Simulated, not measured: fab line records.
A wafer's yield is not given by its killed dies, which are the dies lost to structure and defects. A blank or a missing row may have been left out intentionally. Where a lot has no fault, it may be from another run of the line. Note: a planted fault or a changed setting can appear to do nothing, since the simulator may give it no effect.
Chamber matching ; flow n5_finfet ; rie_si-04 running N5_PMOS_HMC_CHANNEL_EPI_FIN_RECESS_16: 4 sister chambers
The step chemistry HBr/Cl2, target Si, target depth 54 nm, time 18 s. 16 wafers are shown with their chamber, then 8 later ones without.

== EACH WAFER AND ITS CHAMBER ==
wafer;chamber;drypump_motor_current_A (A);oes_product_au (a.u.)
L076.1;2;5.1;0.996
L076.2;3;5.6;0.983
L076.3;1;5.9;0.984
L076.4;0;5.9;1.012
L076.5;3;5.6;0.997
L076.6;0;5.9;1.007
L077.1;0;6.0;0.996
L077.4;3;5.6;0.976
L077.5;2;5.1;1.006
L081.1;0;5.9;1.002
L081.3;2;5.1;1.010
L081.6;3;5.6;0.993
L085.1;1;5.9;0.973
L085.3;2;5.1;1.005
L085.6;3;5.6;0.985
L088.3;2;5.1;1.007

SIGNATURES (means of the wafers above)
reading;chamber 0;chamber 1;chamber 2;chamber 3;scatter within a chamber
drypump_motor_current_A;5.925;5.900;5.100;5.600;0.025
oes_product_au;1.00425;0.97850;1.00480;0.98680;0.00701
Rule: distance of a wafer from a chamber = root of the sum over the readings of ((wafer's reading minus chamber's mean) / reading's scatter) squared. The wafer belongs to the nearest chamber; if the next one is less than 2 further off, it can't be placed. The scatter: the root of (the sum of the squares of (reading less its chamber's mean) over the shown wafers, divided by (wafers less chambers)).

== WAFERS WITH NO CHAMBER GIVEN ==
wafer;drypump_motor_current_A (A);oes_product_au (a.u.)
L088.4;5.6;0.992
L088.5;5.9;1.013
L095.1;5.9;1.011
L095.4;5.1;0.992
L095.6;5.9;0.972
L097.1;5.9;1.010
L097.3;5.9;0.972
L097.6;5.9;1.018

== WHICH CHAMBER EACH ONE RAN IN ==
wafer;from the rows above;in truth
L088.4;3;3
L088.5;0;0
L095.1;0;0
L095.4;2;2
L095.6;1;1
L097.1;0;0
L097.3;1;1
L097.6;0;0
Correct placement for 8 of the 8. Can't be placed from these rows: 0. Number placed wrongly: 0.
